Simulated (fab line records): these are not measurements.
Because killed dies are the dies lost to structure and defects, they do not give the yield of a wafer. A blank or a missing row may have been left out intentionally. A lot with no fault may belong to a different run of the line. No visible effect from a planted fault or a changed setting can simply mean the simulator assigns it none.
Code-filled problem report in 8D (eight disciplines) form -- flow nand_harc -- the parts of the form that need people (team, actions taken, sign-off) are left out

## 1. PROBLEM STATEMENT
Wafers with no fault read 25 with a standard deviation of 7.8, whereas killed_at_array at NHARC_END_SORT_01 reads a mean of 81 on 1 wafer of 1 lot. Measured from the usual mean, that is +7.2 standard deviations.
First seen on wafer L374.6, day 24 08:59, on prober-02. The record holds 3 wafers of 1 lot with a number at this step. The rule behind "out" and "out of limits": a value lying over 4 standard deviations away from the usual mean. The other wafers with a number count as sound.

## 2. WHAT IT IS, AND WHAT IT ISN'T
question,is,is not
which readings at this step,"killed_at_array, killed_dies","killed_at_other, killed_at_periphery, killed_open, killed_short"
which lots,L374,-
which wafers of those lots,L374.6,"L374.2, L374.5"
read on which gauges,prober-02,-
when,from day 24 08:59,up to then (2 sound wafers)

## 3. THE SUSPECTS, EACH WITH WHAT RULES IT OUT
Counting: if a tool at a process step up to the reading ran every lot that is out, it stays a suspect. Sound lots after the first of them don't rule it out here, since some wafers of a struck lot are sound.
- the gauge at NHARC_END_SORT_01: kept. All the wafers that are out were read on prober-02, and no step on other tools shows them out.
- rie_diel-13 at NHARC_A_CONTACT_ETCH_30 (etches the open film in CF4/CHF3, target depth 60.5 nm, time 30.2 s): kept. It ran the lot that is out, L374 (day 22 06:29).
- rtp_anneal-02 at NHARC_A_M1_ANNEAL_31 (time 90 s): kept. It ran the lot that is out, L374 (day 22 22:12).
- pvd_sputter-03 at NHARC_A_BONDPAD_PRE_CLEAN_26 (time 30 s): kept. It ran the lot that is out, L374 (day 24 05:48). NHARC_A_BONDPAD_PRE_CLEAN_26: start missing for some lots; hours and lot order therefore follow NHARC_END_SORT_01.
- Within rie_diel-13 at NHARC_A_CONTACT_ETCH_30, the wafers that are out were processed in chamber 2 and their sound lot-mates in chamber 1.
Left after counting: rie_diel-13 at NHARC_A_CONTACT_ETCH_30, rtp_anneal-02 at NHARC_A_M1_ANNEAL_31, pvd_sputter-03 at NHARC_A_BONDPAD_PRE_CLEAN_26, prober-02 at NHARC_END_SORT_01.

## 4. THE CAUSE (what the simulator had put in)
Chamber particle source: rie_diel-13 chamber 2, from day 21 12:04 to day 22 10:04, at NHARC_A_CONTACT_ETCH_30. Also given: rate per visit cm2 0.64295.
Counting left 4 suspects, and this tool is among them.

## 5. THE CHAIN OF EFFECTS, in route order
One row per reading whose mean, taken over the struck wafers that have a number, lies over 3 standard deviations from the usual. Only readings for which the record gives a usual standard deviation are gone through. hours: the time from each lot's start at the first step in this table that gives one to its start at this step, as a median over the lots. sigmas: the change in usual standard deviations.
hours,step,reading,usual,on struck wafers,change,sigmas
0,NHARC_END_SORT_01,killed_at_array,25,81,+56,+7.2
0,NHARC_END_SORT_01,killed_dies,29,83,+54,+6.6

## 6. HOW IT WOULD HAVE BEEN CAUGHT EARLIER
Counted from the fault's start at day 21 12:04, it took 69 hours until the first out-of-limits reading at a measuring or inspecting step in this record, taken at day 24 08:59.
An alarm limit of 4 standard deviations would not have fired on the tool readings at NHARC_A_CONTACT_ETCH_30 for which the record gives a usual standard deviation, since none of them was out on any struck wafer.
Each of the lots that are out, 1 in all, had begun NHARC_A_CONTACT_ETCH_30 on rie_diel-13 no later than day 24 08:59. Had the tool been put on hold then, not one of them would have been saved.
